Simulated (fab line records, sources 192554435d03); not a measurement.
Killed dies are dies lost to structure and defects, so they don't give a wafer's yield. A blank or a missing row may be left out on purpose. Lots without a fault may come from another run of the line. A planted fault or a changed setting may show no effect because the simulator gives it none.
Split-lot experiment | flow n5_finfet | 7 lots, 21 wafers read, on a route of 1938 steps

THE SPLIT
At N5_BEOL_M8_EXPOSE_08 (exposes mask M8), the setting dose_mj was moved away from the recipe's 68.25 on 5 of the 21 wafers read, by -5.6% to +4.7%. The other wafers ran this setting at the recipe's value.

FROM THE SPLIT TO THE READING: what the file shows between them, 15 steps
- N5_BEOL_M8_PEB_09: peb time 60 s
- N5_BEOL_M8_DEVELOP_10: develop time 30 s
- N5_BEOL_M8_CD_MEAS_11: target cd 38.5 nm
- N5_BEOL_M8_DESCUM_16: chemistry O2, time 7.9 s
- N5_BEOL_M8_ETCH_61: etches SiARC in CF4, target depth 45.5 nm, time 75.8 s
- N5_BEOL_M8_ETCH_62: etches SOC in N2/H2, target depth 110 nm, overetch 22 nm, time 165 s (also split here: bias_w)
- N5_BEOL_M8_STRIP_68: strips in N2/H2
- N5_BEOL_M8_STRIP_67: strips in CF4
- N5_BEOL_M8_HM_OPEN_17: chemistry Cl2/BCl3, target TiN, target depth 20 nm, overetch 6 nm
- N5_BEOL_M8_STRIP_19: strips in O2
- N5_BEOL_M8_CD_MEAS_18: pitch 80 nm, target cd 40 nm
- N5_BEOL_M8_COAT_63: time 60 s, resist thk 60 nm
- N5_BEOL_M8_COAT_64: time 60 s, resist thk 12 nm
- N5_BEOL_M8_PRECLEAN_42: cleans in residue remover, time 60 s
- N5_BEOL_M8_SRD_43: time 30 s

THE READING
cd_nm, in nm, at N5_BEOL_M8_CD_MEAS_35 (target cd 40 nm). Fault-free wafers of this fab line usually give 39.8 nm, standard deviation 0.98 nm.

wafer  | tool, chamber at the split | dose_mj as run | against the recipe | cd_nm, nm | against lot-mates on the recipe
L074.1 | arfi_scanner-02, 0         | 68.25          | recipe             | 39.9      | -
L074.2 | arfi_scanner-02, 0         | 68.25          | recipe             | 39.2      | -
L074.6 | arfi_scanner-02, 0         | 68.25          | recipe             | 39.5      | -
L075.1 | arfi_scanner-01, 0         | 68.25          | recipe             | 40.6      | -
L075.4 | arfi_scanner-01, 0         | 70.28          | +3.0%              | 41.6      | +1.0
L075.5 | arfi_scanner-01, 0         | 68.25          | recipe             | 40.6      | -
L076.2 | arfi_scanner-01, 0         | 65.36          | -4.2%              | 36.8      | -3.9
L076.3 | arfi_scanner-01, 0         | 68.25          | recipe             | 41.3      | -
L076.6 | arfi_scanner-01, 0         | 68.25          | recipe             | 40.0      | -
L079.2 | arfi_scanner-03, 0         | 68.25          | recipe             | 38.8      | -
L079.3 | arfi_scanner-03, 0         | 68.25          | recipe             | 38.0      | -
L079.4 | arfi_scanner-03, 0         | 68.25          | recipe             | 39.3      | -
L080.3 | arfi_scanner-02, 0         | 71.45          | +4.7%              | 41.5      | +1.6
L080.5 | arfi_scanner-02, 0         | 68.25          | recipe             | 39.9      | -
L080.6 | arfi_scanner-02, 0         | 71.45          | +4.7%              | 43.1      | +3.2
L092.1 | arfi_scanner-02, 0         | 68.25          | recipe             | 41.0      | -
L092.4 | arfi_scanner-02, 0         | 68.25          | recipe             | 39.3      | -
L092.5 | arfi_scanner-02, 0         | 68.25          | recipe             | 40.2      | -
L096.2 | arfi_scanner-01, 0         | 68.25          | recipe             | 39.7      | -
L096.4 | arfi_scanner-01, 0         | 64.46          | -5.6%              | 35.9      | -3.8
L096.6 | arfi_scanner-01, 0         | 68.25          | recipe             | 39.6      | -

THE FIT
A straight line over all 21 wafers: cd_nm changes by +0.624 nm for each +1% of dose_mj; r = +0.87; the points scatter about the line by 0.8 nm.
The same after taking each lot's own level away (the mean of its wafers on the recipe; 21 wafers): +0.62 nm for each +1%; r = +0.92; scatter 0.61 nm.
On that fit, the largest move of dose_mj shifts the reading by 3.4 nm.
The lots' own levels span 38.70 to 40.65 nm, that is 2.0 times the standard deviation above.
So the lot-to-lot level changes the slope little: the two slopes agree.
Check: with one of the wafers moved furthest among these (-5.6%) left out of the fit, the line predicts -3.52 nm for it against its lot-mates. It came out at -3.75 nm against them.

OTHER SPLITS ON THESE WAFERS
These wafers also went through other splits before the reading. Each is held against what the fit with the lots' levels taken away leaves over:
other split on the same wafers | wafers away from the commonest value | r with cd_nm (lot level and that fit taken away)
N5_BEOL_M8_ETCH_62 bias_w      | 10                                   | +0.21

THE WHOLE CHAIN: every reading that the file lists as answering this split, in the file's order
step                  | what it does                                           | reading                                                               | change (the file's fit)               | r (the file's)
N5_BEOL_M8_CD_MEAS_11 | target cd 38.5 nm                                      | cd_nm                                                                 | +0.597 nm for each +1% of the setting | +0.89
N5_BEOL_M8_ETCH_61    | etches SiARC in CF4, target depth 45.5 nm, time 75.8 s | BEOL_M8.cd_offset_nm (the simulator's own value, which no gauge read) | +0.598 nm for each +1% of the setting | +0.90
N5_BEOL_M8_CD_MEAS_18 | pitch 80 nm, target cd 40 nm                           | cd_nm                                                                 | +0.579 nm for each +1% of the setting | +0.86
N5_BEOL_M8_CD_MEAS_35 | target cd 40 nm                                        | cd_nm                                                                 | +0.642 nm for each +1% of the setting | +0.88

THE FILE'S OWN FIT
cd_nm changes by +0.642 nm for each +1% of dose_mj, r = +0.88.
